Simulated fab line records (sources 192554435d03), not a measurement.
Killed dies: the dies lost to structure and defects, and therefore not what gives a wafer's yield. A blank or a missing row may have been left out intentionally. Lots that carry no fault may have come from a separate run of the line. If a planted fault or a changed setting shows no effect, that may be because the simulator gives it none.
fab line records	flow n5-finfet
record: lots: 11	wafers: 31	last-day: 19
route steps=1938 shown BEOL_M1@821 BEOL_M4@1111 PASSIVATION@1936
lots that met no fault: taken from a fault-free run of the same line
start-h: hours from the record's opening day to when the first of the lot's shown wafers began	wait-h: how many hours have passed since the lot's step before this one	" the same as in the row above	L1.1+2: a row that stands for several wafers	- no value, or no start given	* or withheld: withheld	< > ~ a bound
route shown NAME@n: NAME is a module with steps in the file, n the number in the route of the first one	usual: mean/standard deviation of fault-free wafers	same: alike in all rows	chamber/n: place in a boat	sites: the reading at each site	_std_site: standard deviation of those values	_edge_site: outer sites' mean less inner sites'	radius-mm: for every site, how far away it sits from the centre of the wafer	mask NAME#n: copy n	behind: tool/chamber where the wafer was last shaped	hold: the reason the lot was held/the length of the hold in hours/how it ended	device: which transistor (n, p or np) failed to switch	end of line: the tests these same wafers got at the end of their route	step lacking rows: just its recipe	killed: at the first sort, the dies lost to defects and structure; wafer yield is something else	map: per-die view of a wafer (x killed, . not killed, _ where there is no die)
set.NAME: setting as actually run; set.NAME@STEP: the setting as run at that earlier step	model.NAME: the simulator's own value behind a step, which no gauge read
one table for each step of the route and one row for each wafer, over a sample of lots
services: the hour from which a tool's chamber was out of use, counted from the record's first day as start-h (under 0 if before that day), plus the number of hours and why
== steps ==
step: N5_BEOL_M1_ANNEAL_87
recipe: temp-c: 400	time-s: 240	ambient: vacuum
usual: heater-power-w: 819/61
lot.wafer	tool	chamber	start-h	wait-h	heater-power-w
L970.1	pvd-sputter-01	-	127.70	0.0	776
L970.3	"	-	"	"	753
L972.1	pvd-sputter-02	-	141.23	0.0	809
L972.2	"	-	"	"	772
L972.5	"	-	"	"	795
L973.1	pvd-sputter-01	-	141.44	0.0	833
L973.2	"	-	"	"	765
L973.5	"	-	"	"	808
L976.1	pvd-sputter-02	-	167.45	0.0	828
L976.2	"	-	"	"	786
L976.6	"	-	"	"	778
L977.2	pvd-sputter-02	-	178.01	0.0	808
L977.5	"	-	"	"	789
L985.1	pvd-sputter-01	-	214.81	0.0	803
L985.5	"	-	"	"	782
L985.6	"	-	"	"	800
L989.3	pvd-sputter-02	-	247.32	0.0	791
L989.5	"	-	"	"	789
L989.6	"	-	"	"	781
L990.1	pvd-sputter-02	-	257.81	0.0	901
L990.4	"	-	"	"	799
L990.5	"	-	"	"	887
L992.2	pvd-sputter-01	-	262.67	0.0	772
L992.5	"	-	"	"	781
L992.6	"	-	"	"	764
L993.1	pvd-sputter-01	-	266.71	0.0	777
L993.3	"	-	"	"	763
L993.6	"	-	"	"	825
L991.2	pvd-sputter-02	-	266.88	0.0	800
L991.3	"	-	"	"	763
L991.6	"	-	"	"	894
step: N5_BEOL_M1_ANNEAL_89
recipe: temp-c: 400	time-s: 240	ambient: vacuum
usual: heater-power-w: 818/61
lot.wafer	tool	chamber	start-h	wait-h	heater-power-w
L970.1	pvd-sputter-01	-	127.92	0.0	797
L970.3	"	-	"	"	776
L972.1	pvd-sputter-02	-	141.45	0.0	809
L972.2	"	-	"	"	757
L972.5	"	-	"	"	771
L973.1	pvd-sputter-01	-	141.66	0.0	809
L973.2	"	-	"	"	747
L973.5	"	-	"	"	807
L976.1	pvd-sputter-02	-	167.67	0.0	803
L976.2	"	-	"	"	796
L976.6	"	-	"	"	809
L977.2	pvd-sputter-02	-	178.23	0.0	806
L977.5	"	-	"	"	814
L985.1	pvd-sputter-01	-	215.03	0.0	795
L985.5	"	-	"	"	796
L985.6	"	-	"	"	789
L989.3	pvd-sputter-02	-	247.54	0.0	778
L989.5	"	-	"	"	798
L989.6	"	-	"	"	790
L990.1	pvd-sputter-02	-	258.03	0.0	884
L990.4	"	-	"	"	771
L990.5	"	-	"	"	887
L992.2	pvd-sputter-01	-	262.89	0.0	775
L992.5	"	-	"	"	820
L992.6	"	-	"	"	782
L993.1	pvd-sputter-01	-	266.93	0.0	775
L993.3	"	-	"	"	787
L993.6	"	-	"	"	805
L991.2	pvd-sputter-02	-	298.70	0.0	792
L991.3	"	-	"	"	758
L991.6	"	-	"	"	889
step: N5_BEOL_M1_SPUTTER_92
recipe: material: Cu	target-thk-a: 45	temp-c: -20	chamber-pressure-pa: 0.07	power-w: withheld	time-s: 8.29
usual: throttle-valve-pct: 30.7/1.2
lot.wafer	tool	chamber	start-h	wait-h	throttle-valve-pct
L970.1	pvd-sputter-01	-	128.28	0.1	32.4
L970.3	"	-	"	"	31.3
L972.1	pvd-sputter-02	-	141.81	0.1	30.6
L972.2	"	-	"	"	30.0
L972.5	"	-	"	"	31.4
L973.1	pvd-sputter-01	-	142.02	0.1	31.4
L973.2	"	-	"	"	30.9
L973.5	"	-	"	"	32.3
L976.1	pvd-sputter-02	-	168.03	0.1	30.7
L976.2	"	-	"	"	31.4
L976.6	"	-	"	"	31.6
L977.2	pvd-sputter-02	-	178.59	0.1	30.3
L977.5	"	-	"	"	30.8
L985.1	pvd-sputter-01	-	215.39	0.1	32.5
L985.5	"	-	"	"	31.0
L985.6	"	-	"	"	32.4
L989.3	pvd-sputter-02	-	247.90	0.1	31.8
L989.5	"	-	"	"	31.7
L989.6	"	-	"	"	29.9
L990.1	pvd-sputter-02	-	258.39	0.1	29.8
L990.4	"	-	"	"	31.7
L990.5	"	-	"	"	30.0
L992.2	pvd-sputter-01	-	263.25	0.1	30.8
L992.5	"	-	"	"	32.4
L992.6	"	-	"	"	31.2
L993.1	pvd-sputter-01	-	267.29	0.1	32.6
L993.3	"	-	"	"	31.2
L993.6	"	-	"	"	31.2
L991.2	pvd-sputter-02	-	299.06	0.1	30.7
L991.3	"	-	"	"	30.1
L991.6	"	-	"	"	29.8
step: N5_BEOL_M1_ECD_50
recipe: material: Cu	target-thk-a: 3000
lot.wafer	tool	chamber	start-h	wait-h
L970.1+3	ecd-cu-01	1,0	128.84	0.1
L972.1+2+5	ecd-cu-01	1,0,1	142.37	0.1
L973.1+2+5	ecd-cu-02	1,0,1	142.58	0.1
L976.1+2+6	ecd-cu-02	1,0,0	168.59	0.1
L977.2+5	ecd-cu-02	0,1	179.15	0.1
L985.1+5+6	ecd-cu-01	0,1,0	215.94	0.1
L989.3+5+6	ecd-cu-01	1,1,0	248.47	0.1
L990.1+4+5	ecd-cu-01	1,0,0	258.95	0.1
L992.2+5+6	ecd-cu-02	0,1,0	263.81	0.1
L993.1+3+6	ecd-cu-02	1,0,1	267.85	0.1
L991.2+3+6	ecd-cu-02	1,0,1	299.62	0.1
step: N5_BEOL_M1_CMP_52
recipe: stop-on: SiOC	t-overpolish-s: 6.8	down-force-psi: 1	platen-rpm: 50	clearing-platen-down-force-psi: 1.5	clearing-platen-rpm: 50	post-cmp-clean: cu-alkaline	target-thk-nm: 40	clearing-platen-pad-velocity-m-s: 0.99484	pad-velocity-m-s: 0.99484
usual: motor-current-A: 5.7/0.8	retaining-ring-pressure-frac: 1.001/0.0051	time-to-endpoint-s: 62/3
lot.wafer	tool	chamber	start-h	wait-h	motor-current-A	retaining-ring-pressure-frac	time-to-endpoint-s
L970.1	cmp-04	2	129.88	0.3	6.5	1.001	61
L970.3	"	3	"	"	5.0	0.997	60
L972.1	cmp-02	1	144.92	0.3	5.6	1.000	66
L972.2	"	2	"	"	6.4	1.006	62
L972.5	"	0	"	"	6.6	0.993	64
L973.1	cmp-04	0	145.17	0.3	4.7	1.006	63
L973.2	"	1	"	"	6.3	0.995	61
L973.5	"	0	"	"	4.3	1.004	65
L976.1	cmp-04	2	173.08	0.3	6.1	1.008	61
L976.2	"	0	"	"	4.8	1.001	57
L976.6	"	3	"	"	4.8	0.996	33
L977.2	cmp-04	2	182.10	0.4	6.3	1.000	61
L977.5	"	1	"	"	5.9	1.003	35
L985.1	cmp-04	0	216.32	0.3	4.7	1.003	61
L985.6	"	0	"	"	4.7	1.001	61
L985.5	"	1	"	"	5.9	1.004	62
L989.3	cmp-04	1	248.94	0.3	6.2	1.003	63
L989.6	"	2	"	"	6.1	1.008	65
L989.5	"	3	"	"	4.8	0.999	67
L990.1	cmp-03	3	259.40	0.3	7.1	1.002	58
L990.4	"	0	"	"	5.4	0.993	58
L990.5	"	1	"	"	4.7	0.998	58
L992.2	cmp-03	3	264.18	0.2	6.7	1.006	62
L992.5	"	3	"	"	6.8	1.008	63
L992.6	"	0	"	"	5.4	0.999	61
L993.3	cmp-04	3	268.27	0.2	4.7	0.994	65
L993.1	"	1	"	"	6.4	1.001	63
L993.6	"	3	"	"	4.9	1.006	64
L991.3	cmp-04	1	299.99	0.2	6.3	1.005	61
L991.2	"	0	"	"	4.9	1.000	65
L991.6	"	2	"	"	6.4	1.004	62
step: N5_BEOL_M4_RC_MEAS_101
usual: DIBL_N: 36.3/2.2	DIBL_P: 36.0/2.4	IOFF_N: 0.16/0.042	IOFF_P: 0.22/0.041	ION_N: 672/14	ION_P: 462/7.9	SS_N: 71.7/0.76	SS_P: 73.3/0.72	VT_N: 250/3.6	VT_P: -249/3
lot.wafer	tool	chamber	start-h	wait-h	DIBL_N[mV/V]	DIBL_P[mV/V]	IOFF_N[nA/um]	IOFF_P[nA/um]	ION_N[uA/um]	ION_P[uA/um]	SS_N[mV/dec]	SS_P[mV/dec]	VT_N[mV]	VT_P[mV]
L970.1	prober-02	0	167.38	0.0	37.2	38.0	0.19	0.24	680	463	72.1	74.9	245	-252
L970.3	"	0	"	"	36.3	36.5	0.16	0.21	661	459	71.8	73.9	253	-251
L972.1	prober-02	0	179.50	0.0	34.8	35.2	0.15	0.20	679	465	70.7	72.5	251	-251
L972.2	"	0	"	"	38.0	37.8	0.21	0.26	687	464	72.2	74.1	248	-249
L972.5	"	0	"	"	36.3	36.1	0.17	0.22	689	465	71.3	73.2	249	-251
L973.1	prober-01	0	180.50	0.0	34.9	34.5	0.14	0.20	668	463	72.2	73.3	249	-248
L973.2	"	0	"	"	34.7	34.2	0.14	0.20	670	463	71.0	73.2	249	-250
L973.5	"	0	"	"	34.9	34.7	0.15	0.20	678	467	71.4	73.4	247	-246
L976.1	prober-01	0	205.20	0.0	32.6	30.9	0.10	0.14	651	450	71.1	71.5	256	-253
L976.2	"	0	"	"	35.4	35.6	0.16	0.20	671	460	71.6	72.7	248	-250
L976.6	"	0	"	"	35.2	34.7	0.14	0.18	661	454	72.3	72.0	248	-250
L977.2	prober-02	0	209.20	0.2	35.0	34.9	0.15	0.21	661	459	71.3	72.7	253	-249
L977.5	"	0	"	"	35.1	34.7	0.15	0.21	672	462	70.9	73.5	251	-250
L985.1	prober-02	0	249.68	0.0	34.4	35.2	0.16	0.24	671	466	72.1	73.3	250	-245
L985.5	"	0	"	"	34.4	34.6	0.16	0.23	689	475	71.0	73.2	247	-244
L985.6	"	0	"	"	33.5	34.2	0.14	0.22	668	464	70.8	72.4	252	-246
L989.3	prober-01	0	313.19	0.3	37.3	39.3	0.20	0.30	689	482	70.9	74.7	244	-241
L989.5	"	0	"	"	38.0	39.8	0.21	0.31	692	476	72.5	74.0	245	-244
L989.6	"	0	"	"	33.8	34.4	0.12	0.19	661	460	70.5	72.2	252	-249
L990.1	prober-02	0	316.38	0.0	36.8	37.1	0.18	0.24	679	464	72.0	73.5	247	-248
L990.4	"	0	"	"	36.5	38.0	0.20	0.26	706	483	71.7	73.3	243	-245
L990.5	"	0	"	"	36.3	37.4	0.18	0.23	692	467	71.8	73.1	248	-246
L992.2	prober-01	0	316.66	0.2	39.2	37.0	0.23	0.21	668	447	74.3	73.7	251	-253
L992.5	"	0	"	"	38.6	38.2	0.20	0.22	685	460	72.2	73.6	249	-251
L992.6	"	0	"	"	38.5	37.3	0.20	0.21	688	454	72.5	73.6	250	-250
L993.1	prober-02	0	333.91	0.0	36.6	36.4	0.15	0.18	655	445	72.2	73.0	253	-253
L993.3	"	0	"	"	34.5	35.3	0.13	0.18	664	459	70.8	72.3	251	-255
L993.6	"	0	"	"	33.8	34.7	0.11	0.16	657	453	70.8	72.7	255	-252
L991.2	prober-01	0	342.46	0.6	33.2	34.8	0.14	0.19	674	468	70.5	72.9	251	-251
L991.3	"	0	"	"	34.1	35.7	0.15	0.19	685	470	71.1	72.8	249	-251
L991.6	"	0	"	"	33.4	34.9	0.14	0.20	672	465	71.2	72.7	250	-250
step: N5_PASSIVATION_PROBE_49
usual: defect-limited-yield: 91.3/1.7	killed_at_M0_to_M3: 33/9.9	killed_at_M4_up: 14/6.4	killed-at-contacts: 12/7	killed-at-front-end: 41/13	killed-at-other: 3.1/2.9	killed-dies: 103/20	killed-open: 67/14	killed-short: 34/9.4	sort_bin_5_function: 5.1/1.1	sort_bin_6_memory: 3.2/0.79	sort_bin_8_speed: 0.02/0.15	sort-n-pass: 1077/21	sort-yield-pct: 91.2/1.7
same: gross-dies: 1180	killed-at-back-side: 0	sort_bin_4_leakage[%]: 0
lot.wafer	tool	chamber	start-h	wait-h	defect-limited-yield[%]	killed_at_M0_to_M3	killed_at_M4_up	killed-at-contacts	killed-at-front-end	killed-at-other	killed-dies	killed-open	killed-short	sort_bin_5_function[%]	sort_bin_6_memory[%]	sort_bin_8_speed[%]	sort-n-pass	sort-yield-pct[%]
L970.1	prober-02	-	265.56	0.0	92.0	29	15	11	37	2	94	66	27	5.2	2.6	0	1086	92.0
L970.3	prober-02	-	265.66	0.1	90.7	31	16	34	29	0	110	72	37	5.6	3.3	0	1070	90.7
L972.1	prober-01	-	277.56	0.0	91.4	22	17	14	48	0	101	64	33	4.2	3.8	0	1079	91.4
L972.2	prober-01	-	277.61	0.1	91.4	25	12	9	56	0	102	67	35	5.8	2.5	0	1078	91.4
L972.5	prober-01	-	277.76	0.2	90.3	26	9	17	62	1	115	65	49	6.5	2.5	0	1065	90.3
L973.1	prober-02	-	279.17	0.0	92.7	28	11	12	32	3	86	62	23	4.4	2.5	0.08	1094	92.7
L973.2	prober-02	-	279.22	0.1	89.9	48	14	2	51	4	119	78	41	6.0	3.9	0	1061	89.9
L973.5	prober-02	-	279.37	0.2	92.8	27	9	12	35	2	85	59	23	4.9	2.1	0	1095	92.8
L977.2	prober-02	-	302.92	0.1	92.8	38	7	3	36	1	85	50	34	3.7	3.1	0	1095	92.8
L977.5	prober-02	-	303.07	0.2	91.3	33	14	5	50	1	103	67	36	5.2	3.2	0	1077	91.3
L976.1	prober-01	-	305.67	0.0	87.7	28	33	10	71	3	145	85	60	6.8	4.9	0.08	1034	87.6
L976.2	prober-01	-	305.72	0.1	88.6	39	30	13	50	2	134	76	49	6.5	3.9	0	1046	88.6
L976.6	prober-01	-	305.92	0.3	89.0	30	26	7	66	1	130	81	41	5.8	4.2	0	1050	89.0
L985.1	prober-01	-	362.31	0.0	92.2	19	20	12	39	2	92	61	31	5.0	2.5	0	1088	92.2
L985.5	prober-01	-	362.51	0.2	91.6	25	12	6	51	5	99	60	39	4.9	3.4	0	1081	91.6
L985.6	prober-01	-	362.56	0.3	92.8	14	23	10	33	5	85	59	26	3.9	3.0	0	1095	92.8
L989.3	prober-02	-	421.18	0.1	93.9	27	14	3	23	5	72	48	22	3.8	2.0	0	1108	93.9
L989.5	prober-02	-	421.28	0.2	92.8	33	12	4	34	2	85	59	25	4.0	3.1	0	1095	92.8
L989.6	prober-02	-	421.33	0.3	90.9	40	20	6	40	1	107	60	47	6.1	2.8	0	1073	90.9
L990.1	prober-01	-	431.59	0.0	93.2	25	12	7	33	3	80	57	23	3.4	3.0	0	1100	93.2
L990.4	prober-01	-	431.74	0.2	92.6	18	12	14	41	2	87	62	25	4.3	2.8	0	1093	92.6
L990.5	prober-01	-	431.79	0.2	91.4	33	20	11	35	2	101	76	25	4.7	3.6	0	1079	91.4
L992.2	prober-01	-	437.73	0.1	92.0	21	13	7	53	0	94	68	26	4.3	3.6	0	1086	92.0
L992.5	prober-01	-	437.88	0.2	89.8	37	8	11	60	4	120	85	34	6.2	3.8	0	1060	89.8
L992.6	prober-01	-	437.93	0.3	87.3	64	15	12	57	2	150	97	50	7.8	4.8	0	1030	87.3
L993.1	prober-02	-	461.80	0.0	91.0	34	22	5	40	5	106	68	32	5.5	2.8	0	1074	91.0
L993.3	prober-02	-	461.90	0.1	91.0	20	22	4	53	7	106	80	23	4.3	4.4	0	1074	91.0
L993.6	prober-02	-	462.05	0.3	90.8	40	21	8	33	7	109	74	31	4.7	4.1	0	1071	90.8
L991.2	prober-01	-	467.45	0.1	89.1	25	24	6	73	1	129	89	40	6.7	3.7	0	1051	89.1
L991.3	prober-01	-	467.50	0.1	90.3	36	29	7	42	0	114	92	21	6.4	3.1	0	1066	90.3
L991.6	prober-01	-	467.65	0.3	89.8	43	19	5	53	0	120	92	28	5.8	4.1	0	1060	89.8
killed by level:class
L970.1 FIN_SAQP:geometric-particle:open=16 BEOL_M3:geometric-particle:open=9 MOL_CONTACT_COAG:geometric-particle:open=8 BEOL_M2:geometric-particle:open=6 BEOL_M4:geometric-particle:open=6 FIN_SAQP:geometric-particle:short=5 BEOL_M0_SAQP:geometric-particle:open=5 STI_FIN_REVEAL:geometric-particle:open=3
L970.3 MOL_CONTACT_COAG:geometric-particle:open=20 MOL_CONTACT_COAG:geometric-particle:short=14 BEOL_M3:geometric-particle:open=11 STI_FIN_REVEAL:geometric-particle:open=6 BEOL_M2:geometric-particle:open=6 FIN_SAQP:geometric-particle:open=5 BEOL_M4:geometric-particle:open=5 GATE_CUT:geometric-particle:short=4
L972.1 FIN_SAQP:geometric-particle:open=11 MOL_CONTACT_COAG:geometric-particle:open=11 GATE_CUT:geometric-particle:short=9 FIN_SAQP:geometric-particle:short=8 BEOL_M0_SAQP:geometric-particle:open=8 BEOL_M4:geometric-particle:open=7 GATE_CUT:geometric-particle:open=5 BEOL_M0_SAQP:geometric-particle:short=4
L972.2 FIN_SAQP:geometric-particle:short=13 FIN_SAQP:geometric-particle:open=11 STI_FIN_REVEAL:geometric-particle:open=8 MOL_CONTACT_COAG:geometric-particle:open=8 BEOL_M2:geometric-particle:open=8 BEOL_M4:geometric-particle:open=6 BEOL_M3:geometric-particle:open=5 DUMMY_GATE:geometric-particle:open=4
L972.5 FIN_SAQP:geometric-particle:short=18 MOL_CONTACT_COAG:geometric-particle:open=13 FIN_SAQP:geometric-particle:open=9 BEOL_M3:geometric-particle:open=9 GATE_CUT:geometric-particle:short=8 BEOL_M2:geometric-particle:open=5 STARTING-WAFER:geometric-particle:short=5 MOL_CONTACT_COAG:geometric-particle:short=4
L973.1 MOL_CONTACT_COAG:geometric-particle:open=11 GATE_CUT:geometric-particle:short=8 STI_FIN_REVEAL:geometric-particle:open=6 BEOL_M2:geometric-particle:open=6 GATE_CUT:geometric-particle:open=5 BEOL_M0_SAQP:geometric-particle:short=5 BEOL_M0_SAQP:geometric-particle:open=5 FIN_SAQP:geometric-particle:open=4
L973.2 STI_FIN_REVEAL:geometric-particle:open=23 BEOL_M0_SAQP:geometric-particle:open=15 BEOL_M0_SAQP:geometric-particle:short=11 STI_FIN_REVEAL:geometric-particle:short=7 BEOL_M1:geometric-particle:open=6 BEOL_M4:geometric-particle:open=6 GATE_CUT:geometric-particle:short=5 FIN_SAQP:geometric-particle:short=4
L973.5 STI_FIN_REVEAL:geometric-particle:open=17 MOL_CONTACT_COAG:geometric-particle:open=8 BEOL_M0_SAQP:geometric-particle:open=7 BEOL_M0_SAQP:geometric-particle:short=5 GATE_CUT:geometric-particle:short=4 MOL_CONTACT_COAG:geometric-particle:short=4 BEOL_M1:geometric-particle:open=4 FIN_SAQP:geometric-particle:open=3
L977.2 FIN_SAQP:geometric-particle:short=12 BEOL_M1:geometric-particle:open=10 BEOL_M3:geometric-particle:open=8 FIN_SAQP:geometric-particle:open=6 STI_FIN_REVEAL:geometric-particle:open=6 BEOL_M0_SAQP:geometric-particle:short=5 BEOL_M0_SAQP:geometric-particle:open=4 MOL_CONTACT_COAG:geometric-particle:open=3
L977.5 FIN_SAQP:geometric-particle:short=17 FIN_SAQP:geometric-particle:open=11 BEOL_M1:geometric-particle:open=10 BEOL_M2:geometric-particle:open=7 BEOL_M3:geometric-particle:open=6 STI_FIN_REVEAL:geometric-particle:open=5 BEOL_M4:geometric-particle:open=4 STARTING-WAFER:geometric-particle:open=4
L976.1 FIN_SAQP:geometric-particle:short=26 BEOL_M4:geometric-particle:open=22 FIN_SAQP:geometric-particle:open=15 MOL_CONTACT_COAG:geometric-particle:open=8 BEOL_M0_SAQP:geometric-particle:open=6 STI_FIN_REVEAL:geometric-particle:open=6 GATE_CUT:geometric-particle:short=6 BEOL_M2:geometric-particle:short=5
L976.2 BEOL_M4:geometric-particle:open=16 BEOL_M0_SAQP:geometric-particle:open=12 MOL_CONTACT_COAG:geometric-particle:open=12 GATE_CUT:geometric-particle:short=11 FIN_SAQP:geometric-particle:short=10 HKMG_FIN:area-etch=9 BEOL_M2:geometric-particle:open=8 BEOL_M0_SAQP:geometric-particle:short=7
L976.6 BEOL_M4:geometric-particle:open=14 FIN_SAQP:geometric-particle:open=12 FIN_SAQP:geometric-particle:short=11 BEOL_M0_SAQP:geometric-particle:open=11 STI_FIN_REVEAL:geometric-particle:open=8 HKMG_FIN:area-etch=8 MOL_CONTACT_COAG:geometric-particle:open=6 DUMMY_GATE:geometric-particle:open=5
L985.1 FIN_SAQP:geometric-particle:open=10 MOL_CONTACT_COAG:geometric-particle:open=9 FIN_SAQP:geometric-particle:short=8 BEOL_M1:geometric-particle:open=8 DUMMY_GATE:geometric-particle:open=5 GATE_CUT:geometric-particle:short=5 BEOL_M7:geometric-particle:open=4 BEOL_M0_SAQP:geometric-particle:open=4
L985.5 FIN_SAQP:geometric-particle:short=13 FIN_SAQP:geometric-particle:open=11 STI_FIN_REVEAL:geometric-particle:open=11 BEOL_M0_SAQP:geometric-particle:short=5 BEOL_M0_SAQP:geometric-particle:open=5 BEOL_M3:geometric-particle:open=5 BEOL_M5:geometric-particle:open=5 GATE_CUT:geometric-particle:short=4
L985.6 MOL_CONTACT_COAG:geometric-particle:open=10 BEOL_M4:geometric-particle:open=7 FIN_SAQP:geometric-particle:short=6 STI_FIN_REVEAL:geometric-particle:open=6 BEOL_M0_SAQP:geometric-particle:open=5 BEOL_M0_SAQP:geometric-particle:short=5 BEOL_M5:geometric-particle:open=5 GATE_CUT:geometric-particle:short=4
L989.3 BEOL_M3:geometric-particle:open=9 BEOL_M4:geometric-particle:open=7 FIN_SAQP:geometric-particle:short=6 BEOL_M2:geometric-particle:open=5 DUMMY_GATE:geometric-particle:open=4 BEOL_M0:geometric-particle:open=4 BEOL_M1:geometric-particle:open=4 MOL_CONTACT_COAG:geometric-particle:open=3
L989.5 BEOL_M3:geometric-particle:open=11 FIN_SAQP:geometric-particle:open=10 BEOL_M2:geometric-particle:open=7 FIN_SAQP:geometric-particle:short=6 DUMMY_GATE:geometric-particle:open=5 BEOL_M5:geometric-particle:open=5 MOL_CONTACT_COAG:geometric-particle:open=4 BEOL_M1:geometric-particle:open=4
L989.6 GATE_CUT:geometric-particle:short=13 BEOL_M0_SAQP:geometric-particle:short=8 BEOL_M2:geometric-particle:open=8 BEOL_M4:geometric-particle:open=7 BEOL_M3:geometric-particle:open=7 BEOL_M1:geometric-particle:open=6 BEOL_M3:geometric-particle:short=6 FIN_SAQP:geometric-particle:open=5
L990.1 STI_FIN_REVEAL:geometric-particle:open=9 BEOL_M4:geometric-particle:open=9 BEOL_M2:geometric-particle:open=8 MOL_CONTACT_COAG:geometric-particle:open=6 STARTING-WAFER:geometric-particle:short=5 GATE_CUT:geometric-particle:open=4 FIN_SAQP:geometric-particle:open=3 BEOL_M0:geometric-particle:open=3
L990.4 MOL_CONTACT_COAG:geometric-particle:open=11 STI_FIN_REVEAL:geometric-particle:open=10 DUMMY_GATE:geometric-particle:open=9 BEOL_M2:geometric-particle:open=6 GATE_CUT:geometric-particle:short=5 FIN_SAQP:geometric-particle:open=4 BEOL_M4:geometric-particle:open=4 STARTING-WAFER:geometric-particle:short=4
L990.5 BEOL_M4:geometric-particle:open=16 MOL_CONTACT_COAG:geometric-particle:open=11 BEOL_M1:geometric-particle:open=8 STI_FIN_REVEAL:geometric-particle:open=7 BEOL_M2:geometric-particle:open=7 FIN_SAQP:geometric-particle:open=6 FIN_SAQP:geometric-particle:short=4 DUMMY_GATE:geometric-particle:open=3
L992.2 STI_FIN_REVEAL:geometric-particle:open=10 FIN_SAQP:geometric-particle:short=9 FIN_SAQP:geometric-particle:open=9 MOL_CONTACT_COAG:geometric-particle:open=7 BEOL_M0_SAQP:geometric-particle:open=7 DUMMY_GATE:geometric-particle:open=6 BEOL_M0_SAQP:geometric-particle:short=4 STARTING-WAFER:geometric-particle:short=3
L992.5 STI_FIN_REVEAL:geometric-particle:open=27 BEOL_M0_SAQP:geometric-particle:short=15 MOL_CONTACT_COAG:geometric-particle:open=10 STARTING-WAFER:geometric-particle:open=8 BEOL_M0_SAQP:geometric-particle:open=7 FIN_SAQP:geometric-particle:short=6 BEOL_M0:geometric-particle:open=6 FIN_SAQP:geometric-particle:open=5
L992.6 BEOL_M0_SAQP:geometric-particle:short=23 BEOL_M0_SAQP:geometric-particle:open=20 STI_FIN_REVEAL:geometric-particle:open=17 FIN_SAQP:geometric-particle:open=14 BEOL_M2:geometric-particle:open=11 MOL_CONTACT_COAG:geometric-particle:open=10 FIN_SAQP:geometric-particle:short=8 BEOL_M5:geometric-particle:open=6
L993.1 BEOL_M3:geometric-particle:open=11 BEOL_M4:geometric-particle:open=11 STI_FIN_REVEAL:geometric-particle:open=8 BEOL_M0_SAQP:geometric-particle:short=7 BEOL_M0_SAQP:geometric-particle:open=7 FIN_SAQP:geometric-particle:short=5 HKMG_FIN:area-etch=5 FIN_SAQP:geometric-particle:open=4
L993.3 FIN_SAQP:geometric-particle:open=24 STI_FIN_REVEAL:geometric-particle:open=12 BEOL_M4:geometric-particle:open=7 FIN_SAQP:geometric-particle:short=6 BEOL_M0_SAQP:geometric-particle:open=6 BEOL_M2:geometric-particle:open=6 GATE_CUT:geometric-particle:short=4 MOL_CONTACT_COAG:geometric-particle:open=4
L993.6 BEOL_M0_SAQP:geometric-particle:open=16 STI_FIN_REVEAL:geometric-particle:open=10 BEOL_M4:geometric-particle:open=9 FIN_SAQP:geometric-particle:open=6 BEOL_M1:geometric-particle:open=6 MOL_CONTACT_COAG:geometric-particle:open=6 BEOL_M2:geometric-particle:open=5 BEOL_M3:geometric-particle:open=5
L991.2 STI_FIN_REVEAL:geometric-particle:open=42 BEOL_M4:geometric-particle:open=12 STI_FIN_REVEAL:geometric-particle:short=7 GATE_CUT:geometric-particle:short=7 MOL_CONTACT_COAG:geometric-particle:open=6 BEOL_M1:geometric-particle:open=6 BEOL_M4:geometric-particle:short=6 BEOL_M5:geometric-particle:open=6
L991.3 STI_FIN_REVEAL:geometric-particle:open=24 BEOL_M3:geometric-particle:open=10 BEOL_M4:geometric-particle:open=10 BEOL_M5:geometric-particle:open=9 BEOL_M1:geometric-particle:open=7 MOL_CONTACT_COAG:geometric-particle:open=5 BEOL_M3:geometric-particle:short=5 BEOL_M6:geometric-particle:open=5
L991.6 STI_FIN_REVEAL:geometric-particle:open=31 BEOL_M0_SAQP:geometric-particle:open=14 BEOL_M4:geometric-particle:open=11 BEOL_M3:geometric-particle:open=10 BEOL_M0_SAQP:geometric-particle:short=8 STI_FIN_REVEAL:geometric-particle:short=4 BEOL_M3:geometric-particle:short=4 BEOL_M5:geometric-particle:open=4
== services ==
tool	chamber	start-h	hours	kind
ecd-cu-02	-	108.45	0.5	repair
cmp-02	-	154.34	1.1	repair
cmp-02	-	163.53	4.0	pm
cmp-03	-	167.46	0.8	repair
cmp-02	-	167.53	-	consumable-replace:conditioner
cmp-02	-	167.53	-	consumable-replace:pad
cmp-04	-	178.02	4.0	pm
cmp-04	-	182.02	-	consumable-replace:conditioner
cmp-04	-	182.02	-	consumable-replace:pad
ecd-cu-02	-	217.70	1.4	repair
cmp-04	-	241.42	2.1	repair
cmp-03	-	241.95	4.0	pm
cmp-02	-	244.87	0.2	repair
cmp-03	-	245.95	-	consumable-replace:conditioner
cmp-03	-	245.95	-	consumable-replace:pad
ecd-cu-02	-	247.15	4.4	pm
cmp-04	-	249.30	1.0	repair
cmp-02	-	252.15	4.3	repair
cmp-02	-	259.02	1.9	repair
cmp-04	-	259.07	1.8	repair
pvd-sputter-02	-	269.38	29.2	repair
cmp-04	-	282.79	4.9	pm
cmp-02	-	289.64	0.3	repair
cmp-02	-	295.55	1.3	repair
== key ==
first-sign: step: N5_BEOL_M1_CMP_52	reading: time-to-endpoint-s	direction: down	sigmas: 9.2	usual: *	struck: *
effect none on later readings
met-at N5_BEOL_M1_ECD_50
struck-lots L976,L977
struck-wafers L976.6,L977.5
not-acting-at N5_BEOL_M1_ANNEAL_87,N5_BEOL_M1_ANNEAL_89,N5_BEOL_M1_SPUTTER_92
onset-between 142.58 168.59
fault: kind: process-parameter-drift	tool: ecd-cu-02	chamber: -	onset-h: 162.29	steps: N5_BEOL_M1_ECD_50	channel: target-thk-a	offset: *	shape: step	end-h: 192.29	scope: struck-wafers-only	acts-in: *	stated: *
